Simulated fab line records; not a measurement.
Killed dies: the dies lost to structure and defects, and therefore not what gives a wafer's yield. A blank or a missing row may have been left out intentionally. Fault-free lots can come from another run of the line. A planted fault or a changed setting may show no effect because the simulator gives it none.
fab line records :: flow n5-finfet
record:
  lots: 4
  wafers: 12
  last-day: 19
route steps=1938 shown HKMG_FIN@401 PASSIVATION@1936
lots untouched by any fault: they come from a run of this same line in which no faults occurred
start-h: hours from the record's opening day to when the first of the lot's shown wafers began :: wait-h: hours elapsed since this lot's preceding step :: " the same as in the row above :: L1.1+2: several wafers, shown together as one row :: - no value present, or no start provided :: * or withheld: withheld :: < > ~ a bound
route shown NAME@n: a module of which the file shows steps, and the number in the route of the first :: usual: mean and standard deviation over wafers with no fault :: same: alike in all rows :: chamber/n: place in a boat :: sites: the reading at each site :: _std_site: the standard deviation of these :: _edge_site: inner sites' mean taken away from outer sites' mean :: radius-mm: how far each site lies from the wafer's centre :: mask NAME#n: copy n :: behind: tool/chamber where the wafer was last shaped :: hold: why the lot was held/for how many hours/how that ended :: device: the n, p or np transistor that did not switch :: end of line: the tests these same wafers got at the end of their route :: a step with no rows: only its recipe :: killed: dies lost to structure and defects at the first sort, not the wafer's yield :: map: dies across one wafer; x = killed, . = not, _ = none there
set.NAME: the setting that was run; set.NAME@STEP: the one run at that earlier step :: model.NAME: the simulator's own value behind a step, which no gauge read
lots seen at some steps along the route; tables by step, rows by wafer
services: from which hour (start-h, from the record's first day; less than 0 if before it) a tool's chamber was out of use, for how many hours, and why
== steps ==
step: N5_HKMG_FIN_DESCUM_53
recipe:
  chemistry: O2
  time-s: 7.9
  source-power-w: 50
  bias-power-w: 20
  pressure-mtorr: 20
  rf-frequency-hz: 2.712e+07
  temp-c: 40
  resist: CAR-ArF
  o2-flow-sccm: 225
step: N5_HKMG_FIN_ETCH_54
recipe:
  chemistry: CF4
  target: SiARC
  target-depth-a: 455
  mask-material: CAR-ArF
  time-s: 75.8
  ion-energy-ev: 80
  pressure-mtorr: 40
  source-w: 545
  bias-w: 36
  Ar_flow_sccm: 100
  cf4-flow-sccm: 100
  ends: cleared
step: N5_HKMG_FIN_ETCH_55
recipe:
  chemistry: N2/H2
  target: SOC
  target-depth-a: 2400
  temp-c: 40
  time-s: 300
  ion-energy-ev: 200
  mask-material: SiARC
  pressure-mtorr: 30
  source-w: 840
  bias-w: 150
  n2-flow-sccm: 200
  h2-flow-sccm: 200
step: N5_HKMG_FIN_STRIP_56
recipe:
  chemistry: N2/H2
  temp-c: 40
  n2-flow-sccm: 200
  h2-flow-sccm: 200
  rf-frequency-hz: 6e+07
step: N5_HKMG_FIN_STRIP_57
recipe:
  chemistry: CF4
  resist: SiARC
  power-w: 300
  bias-power-w: 75
  pressure-mtorr: 50
  cf4-flow-sccm: 150
  rf-frequency-hz: 6e+07
step: N5_HKMG_FIN_ETCH_58
recipe:
  chemistry: N2/H2
  target: SOC
  target-depth-a: 2158
  ion-energy-ev: 50
  bias-w: 13
  time-s: 741
  pressure-mtorr: 30
  source-w: 875
  n2-flow-sccm: 200
  h2-flow-sccm: 200
step: N5_HKMG_FIN_STRIP_93
recipe:
  chemistry: N2/H2
  material: SOC
  time-s: 20
  power-w: 500
  temp-c: 40
  pressure-mtorr: 50
  rf-frequency-hz: 6e+07
  bias-power-w: 8
  h2-frac: 0.5
  n2-flow-sccm: 300
  h2-flow-sccm: 300
step: N5_HKMG_FIN_WET_ETCH_76
recipe:
  chemistry: dNH4OH
  mix: 1:50
  temp-c: 25
  target: Al2O3
  stop-on: La2O3
  target-depth-nm: 2.25
  dry: ipa-marangoni
  rinse-time-s: 30
  rinse-temp-c: 23
step: N5_HKMG_FIN_STRIP_60
recipe:
  chemistry: N2/H2
  power-w: 2500
  temp-c: 300
  h2-frac: 0.65
  time-s: 360
  pressure-mtorr: withheld
  n2-flow-sccm: 1750
  h2-flow-sccm: 3250
step: N5_HKMG_FIN_WET_ETCH_77
recipe:
  chemistry: dHCl
  mix: 1:10000
  temp-c: 25
  target: La2O3
  stop-on: HfO2
  target-depth-nm: 2
step: N5_HKMG_FIN_WET_ETCH_78
recipe:
  chemistry: dNH4OH
  mix: 1:50
  temp-c: 25
  target: Al2O3
  stop-on: La2O3
  target-depth-nm: 4.5
  dry: ipa-marangoni
  rinse-time-s: 30
  rinse-temp-c: 23
step: N5_HKMG_FIN_ALD_79
recipe:
  material: TiN
  target-thk-a: 15
  temp-c: 400
  ald-precursor-family: TiCl4
  ald-co-reactant: NH3
  pulse-time-s: 1
  purge-time-s: 3
  co-reactant-purge-time-s: 2
  co-reactant-pulse-time-s: 2
  ald-cycles: 68
  pressure-torr: 3
usual:
  heater-power-w: 885/110
  precursor-pulse-height-rel: 0.999/0.02
same:
  purge-time-s: 3
lot.wafer: L353.1
tool: ald-metal-03
chamber: 1
start-h: 124.97
wait-h: 0.1
heater-power-w: 901
precursor-pulse-height-rel: 0.997

lot.wafer: L353.3
tool: ald-metal-03
chamber: 3
start-h: 124.97
wait-h: 0.1
heater-power-w: 860
precursor-pulse-height-rel: 1.014

lot.wafer: L353.5
tool: ald-metal-03
chamber: 0
start-h: 124.97
wait-h: 0.1
heater-power-w: 785
precursor-pulse-height-rel: 0.983

lot.wafer: L361.1
tool: ald-metal-03
chamber: 3
start-h: 176.23
wait-h: 0.1
heater-power-w: 847
precursor-pulse-height-rel: 1.041

lot.wafer: L361.3
tool: ald-metal-03
chamber: 1
start-h: 176.23
wait-h: 0.1
heater-power-w: 899
precursor-pulse-height-rel: 1.008

lot.wafer: L361.4
tool: ald-metal-03
chamber: 0
start-h: 176.23
wait-h: 0.1
heater-power-w: 769
precursor-pulse-height-rel: 0.990

lot.wafer: L362.1
tool: ald-metal-03
chamber: 2
start-h: 178.94
wait-h: 0.0
heater-power-w: 812
precursor-pulse-height-rel: 1.010

lot.wafer: L362.2
tool: ald-metal-03
chamber: 3
start-h: 178.94
wait-h: 0.0
heater-power-w: 862
precursor-pulse-height-rel: 1.012

lot.wafer: L362.4
tool: ald-metal-03
chamber: 0
start-h: 178.94
wait-h: 0.0
heater-power-w: 778
precursor-pulse-height-rel: 0.964

lot.wafer: L367.1
tool: ald-metal-04
chamber: 3
start-h: 213.85
wait-h: 0.0
heater-power-w: 864
precursor-pulse-height-rel: 1.025

lot.wafer: L367.2
tool: ald-metal-04
chamber: 0
start-h: 213.85
wait-h: 0.0
heater-power-w: 983
precursor-pulse-height-rel: 1.027

lot.wafer: L367.6
tool: ald-metal-04
chamber: 2
start-h: 213.85
wait-h: 0.0
heater-power-w: 1131
precursor-pulse-height-rel: 0.987
step: N5_HKMG_FIN_CVD_62
recipe:
  material: a-Si
  target-thk-a: 30
  temp-c: 500
  precursor: Si2H6
  pressure-torr: 1
  time-s: 20.8
step: N5_HKMG_FIN_RTA_80
recipe:
  temp-c: withheld
  time-s: 2
  ambient: N2
  idle-temp-c: 600
  ramp-up-c-per-s: 150
  ramp-down-c-per-s: 60
  cool-to-c: 600
step: N5_HKMG_FIN_PRECLEAN_64
recipe:
  chemistry: dHF
  time-s: 30
  temp-c: 25
  dilution: withheld
step: N5_HKMG_FIN_WET_ETCH_65
recipe:
  chemistry: TMAH
  temp-c: 70
  conc-wt-pct: 5
  target: a-Si
  stop-on: TiN
  time-s: 49
  target-depth-nm: 3
step: N5_HKMG_FIN_WET_ETCH_81
recipe:
  chemistry: SC1
  target: TiN
  stop-on: HfO2
  mix: 1:1:5
  temp-c: 60
  time-s: 57
  target-depth-nm: 6
step: N5_HKMG_FIN_WET_ETCH_82
recipe:
  chemistry: dHCl
  mix: 1:10000
  temp-c: 25
  target: La2O3
  stop-on: HfO2
  target-depth-nm: 2
  dry: ipa-marangoni
  rinse-time-s: 30
  rinse-temp-c: 23
step: N5_HKMG_FIN_ALD_36
recipe:
  material: TiN
  target-thk-a: 10
  temp-c: 400
  ald-precursor-family: TiCl4
  ald-co-reactant: NH3
  pulse-time-s: 1
  purge-time-s: 3
  co-reactant-purge-time-s: 2
  co-reactant-pulse-time-s: 2
  ald-cycles: 47
  pressure-torr: 3
step: N5_HKMG_FIN_PWFM_ALD_03
recipe:
  material: TiN
  target-thk-a: 20
  temp-c: 400
  ald-precursor-family: TiCl4
  ald-co-reactant: NH3
  pulse-time-s: 1
  purge-time-s: 3
  co-reactant-purge-time-s: 2
  co-reactant-pulse-time-s: 2
  ald-cycles: 91
  pressure-torr: 3
step: N5_HKMG_FIN_COAT_29
recipe:
  resist: SOC
  temp-c: 250
  time-s: 60
  spin-rpm: 1500
  resist-thk-nm: 300
step: N5_HKMG_FIN_COAT_30
recipe:
  resist: SiARC
  temp-c: 220
  time-s: 60
  spin-rpm: 1500
  resist-thk-nm: 35
step: N5_HKMG_FIN_COAT_06
recipe:
  resist: CAR-ArF
  spin-rpm: 1500
  resist-thk-nm: 90
step: N5_HKMG_FIN_EBR_08
recipe:
  solvent: PGMEA
  ebr-width-mm: 1.5
step: N5_HKMG_FIN_SOFTBAKE_07
recipe:
  temp-c: 110
  time-s: 60
  resist: CAR-ArF
step: N5_HKMG_FIN_EXPOSE_09
recipe:
  mask-id: NWFM
  na: 1.35
  source-shape: conventional
  sigma-outer: 0.8
  polarization: unpolarized
  dose-mj: 39.25
step: N5_HKMG_FIN_PEB_10
recipe:
  peb-temp-c: withheld
  peb-time-s: 60
  resist: CAR-ArF
step: N5_HKMG_FIN_DEVELOP_11
recipe:
  develop-time-s: 30
  developer: TMAH
  resist: CAR-ArF
  dev-temp-c: 23
  rinse-liquid: diw
  dry: air-spin
step: N5_HKMG_FIN_INSPECT_14
recipe:
  mode: adi
  inspect-instrument: macro
usual:
  raw-defect-count: 2.1/1.5
lot.wafer: L353.1
tool: defect-inspect-01
chamber: -
start-h: 126.94
wait-h: 0.0
raw-defect-count: 1

lot.wafer: L353.3
tool: defect-inspect-01
chamber: -
start-h: 126.94
wait-h: 0.0
raw-defect-count: 0

lot.wafer: L353.5
tool: defect-inspect-01
chamber: -
start-h: 126.94
wait-h: 0.0
raw-defect-count: 1

lot.wafer: L361.1
tool: defect-inspect-02
chamber: -
start-h: 178.19
wait-h: 0.0
raw-defect-count: >300

lot.wafer: L361.3
tool: defect-inspect-02
chamber: -
start-h: 178.19
wait-h: 0.0
raw-defect-count: >300

lot.wafer: L361.4
tool: defect-inspect-02
chamber: -
start-h: 178.19
wait-h: 0.0
raw-defect-count: >300

lot.wafer: L362.1
tool: defect-inspect-01
chamber: -
start-h: 180.91
wait-h: 0.0
raw-defect-count: >300

lot.wafer: L362.2
tool: defect-inspect-01
chamber: -
start-h: 180.91
wait-h: 0.0
raw-defect-count: >300

lot.wafer: L362.4
tool: defect-inspect-01
chamber: -
start-h: 180.91
wait-h: 0.0
raw-defect-count: >300

lot.wafer: L367.1
tool: defect-inspect-01
chamber: -
start-h: 215.83
wait-h: 0.0
raw-defect-count: 0

lot.wafer: L367.2
tool: defect-inspect-01
chamber: -
start-h: 215.83
wait-h: 0.0
raw-defect-count: 2

lot.wafer: L367.6
tool: defect-inspect-01
chamber: -
start-h: 215.83
wait-h: 0.0
raw-defect-count: 3
step: N5_HKMG_FIN_DESCUM_17
recipe:
  chemistry: O2
  time-s: 7.9
  source-power-w: 50
  bias-power-w: 20
  pressure-mtorr: 20
  rf-frequency-hz: 2.712e+07
  temp-c: 40
  resist: CAR-ArF
  o2-flow-sccm: 225
step: N5_PASSIVATION_PROBE_49
usual:
  killed_at_M0_to_M3: 35/12
  killed_at_M4_up: 13/5.8
  killed-at-contacts: 12/5.5
  killed-at-front-end: 36/9.9
  killed-at-other: 4/3.7
  killed-dies: 101/18
  killed-open: 66/13
  killed-short: 33/8
same:
  gross-dies: 1180
  killed-at-back-side: 0
lot.wafer: L361.1
tool: prober-01
chamber: -
start-h: 380.61
wait-h: 0.0
killed_at_M0_to_M3: 56
killed_at_M4_up: 8
killed-at-contacts: 22
killed-at-front-end: 174
killed-at-other: 7
killed-dies: 267
killed-open: 89
killed-short: 40

lot.wafer: L361.3
tool: prober-01
chamber: -
start-h: 380.71
wait-h: 0.1
killed_at_M0_to_M3: 50
killed_at_M4_up: 6
killed-at-contacts: 21
killed-at-front-end: 174
killed-at-other: 6
killed-dies: 257
killed-open: 70
killed-short: 46

lot.wafer: L361.4
tool: prober-01
chamber: -
start-h: 380.76
wait-h: 0.2
killed_at_M0_to_M3: 58
killed_at_M4_up: 6
killed-at-contacts: 24
killed-at-front-end: 147
killed-at-other: 11
killed-dies: 246
killed-open: 80
killed-short: 41

lot.wafer: L362.1
tool: prober-02
chamber: -
start-h: 393.62
wait-h: 0.0
killed_at_M0_to_M3: 22
killed_at_M4_up: 11
killed-at-contacts: 12
killed-at-front-end: 186
killed-at-other: 4
killed-dies: 235
killed-open: 57
killed-short: 26

lot.wafer: L362.2
tool: prober-02
chamber: -
start-h: 393.67
wait-h: 0.1
killed_at_M0_to_M3: 19
killed_at_M4_up: 10
killed-at-contacts: 5
killed-at-front-end: 157
killed-at-other: 0
killed-dies: 191
killed-open: 25
killed-short: 23

lot.wafer: L362.4
tool: prober-02
chamber: -
start-h: 393.77
wait-h: 0.2
killed_at_M0_to_M3: 29
killed_at_M4_up: 13
killed-at-contacts: 7
killed-at-front-end: 147
killed-at-other: 6
killed-dies: 202
killed-open: 57
killed-short: 14
killed by level:class
L361.1 HKMG_FIN:unspecified=137 BEOL_M3:geometric-particle:open=16 MOL_CONTACT_COAG:geometric-particle:open=16 BEOL_M1:geometric-particle:open=9 GATE_CUT:geometric-particle:short=8 BEOL_M2:geometric-particle:open=8 FIN_SAQP:geometric-particle:open=7 BEOL_M0_SAQP:geometric-particle:open=7
L361.3 HKMG_FIN:unspecified=139 MOL_CONTACT_COAG:geometric-particle:open=15 BEOL_M2:geometric-particle:open=12 BEOL_M3:geometric-particle:open=12 BEOL_M1:geometric-particle:short=9 FIN_SAQP:geometric-particle:open=6 GATE_CUT:geometric-particle:open=6 MOL_CONTACT_COAG:geometric-particle:short=6
L361.4 HKMG_FIN:unspecified=122 MOL_CONTACT_COAG:geometric-particle:open=20 BEOL_M3:geometric-particle:open=15 BEOL_M0_SAQP:geometric-particle:short=11 BEOL_M1:geometric-particle:open=11 BEOL_M0_SAQP:geometric-particle:open=6 DUMMY_GATE:geometric-particle:open=6 GATE_CUT:geometric-particle:short=6
L362.1 HKMG_FIN:unspecified=148 FIN_SAQP:geometric-particle:open=10 BEOL_M0_SAQP:geometric-particle:open=10 FIN_SAQP:geometric-particle:short=8 MOL_CONTACT_COAG:geometric-particle:open=8 STI_FIN_REVEAL:geometric-particle:open=5 BEOL_M0_SAQP:geometric-particle:short=5 MOL_CONTACT_COAG:geometric-particle:short=4
L362.2 HKMG_FIN:unspecified=142 BEOL_M0_SAQP:geometric-particle:short=8 BEOL_M0_SAQP:geometric-particle:open=5 MOL_CONTACT_COAG:geometric-particle:open=4 DUMMY_GATE:geometric-particle:open=3 GATE_CUT:geometric-particle:short=3 BEOL_M4:geometric-particle:open=3 BEOL_M3:geometric-particle:open=3
L362.4 HKMG_FIN:unspecified=129 BEOL_M3:geometric-particle:open=13 MOL_CONTACT_COAG:geometric-particle:open=7 STI_FIN_REVEAL:geometric-particle:open=6 BEOL_M2:geometric-particle:open=5 BEOL_M4:geometric-particle:open=5 BEOL_M0_SAQP:geometric-particle:open=4 BEOL_M0_SAQP:geometric-particle:short=4
map L361.1 (x killed, . not)
_________________xx..........________________
______________.x...........xx..._____________
___________...........xxx..........__________
__________.........x.x.............._________
________.x........x.xx...xxx..x......._______
_______x...x......xxx.x.xx.x....x......______
______.x.x....xxxxxxxxxxxxx............._____
_____x..x...x..xxxxxxxxxx...x.x..........____
____..........xxxxxxxxxxxx.....xxx.x......___
___.x.......x.xxxxxxxxxxxxxx.....x..x......__
___x.........xxxxxxxxxxxxxx....x..x......x.__
__.......x....xxxxxxxxxxxxxxx..............x_
__..........x.xxxxxxxxxxx..x..........x....._
_......x......xxxxxxxxxxxxx...x.........x....
_............xxxxxxxxxxxx...x.......x..x.....
_........x.......xxxxxxxx.....x..............
_..x....x.......xxx.xxx.x........x..xx.......
_.....x.x.....xx.....................x......x
_..................x...xx.............x..x..x
_..x...............x.............x....x......
_...x...........x..x...............x.x.......
__..x...x....xx.......x...............x....._
__x.x..................x...................._
___..........x..............x.......x......__
___.........x.............x...x......x....x__
____....x...................x.............___
_____.x............x..x.x.x......x..x...x____
______....x...x......x............xx..x._____
_______x......xx.x........x..x..x......______
________x.....x........x.............._______
__________.x...................x...._________
___________........................__________
______________xx...x....xx...x.._____________
_________________.......x....________________
map L362.1 (x killed, . not)
_________________..x.........________________
______________....x.....x......._____________
___________......x............x..x.__________
__________............x.......x....._________
________...x......xx.xxx............x._______
_______....x...x.xx.xxxxx.xxx.......x..______
______.x.....x...xxxxxxxxxx..x......x..._____
_____.........x.xxxxxxxxxxx....x.........____
____............xxxxxxxxxxxxxx.x..........___
___...x........xxxxxxxxxxxxxxx.......x..xx.__
___.........x..x.xxxxxxxxxxxxx.............__
__..x.x......x.xxxxxxxxxxxxxxxx............._
__x......x....x..xxxxxxxxxxxx.x............._
_............x..xxxxxxxxxxxxx................
_x...............x.xxxxxxx..x.x.........x..x.
_.....x.........x...x.xxxxx.x......x...x.....
_......x..x.........x..xx...x.x..............
_..x.x.x............................x........
_....................x.......................
_........x.................x.................
_........x....................x.....x....x...
__...x............x............x............_
__.......x...................x.x.....x...x.._
___.x....................x...xx............__
___...........x..x....x....................__
____.........................xxx..........___
_____x.........x.........................____
______.............x...................._____
_______x...x......xxx..............x...______
________..x.x....x..x.x..............._______
__________....x.............x......._________
___________.....x.....x.x...x......__________
______________.........xx......._____________
_________________............________________
== services ==
tool: ald-metal-04
chamber: -
start-h: 185.82
hours: 0.5
kind: repair
== key ==
first-sign:
  step: N5_HKMG_FIN_INSPECT_14
  reading: raw-defect-count
  direction: up
  sigmas: 99+
  usual: 2.1
  struck: >300
effect:
  step: N5_PASSIVATION_PROBE_49
  reading: killed-at-front-end
  direction: up
  sigmas: 13
  usual: 36
  struck: 164
more-kills-born-at:
  N5_HKMG_FIN_ALD_79@ald-metal-03: 817
met-at N5_HKMG_FIN_ALD_79
struck-wafers L361.1,L361.3,L361.4,L362.1,L362.2,L362.4
tester-left-out L361,L362
onset-between 124.97 176.23
fault:
  kind: chamber-particle-source
  tool: ald-metal-03
  chamber: -
  onset-h: 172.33
  steps: N5_HKMG_FIN_ALD_79
  rate-per-visit-cm2: 1.4084
  end-h: 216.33
tester-left-out: of these lots the tester's yield and bins aren't shown, on N5 and GAA mostly nor the transistor test; their killed dies are dies lost to structure and defects alone, not to doping, threshold or leakage, so they don't give the yield
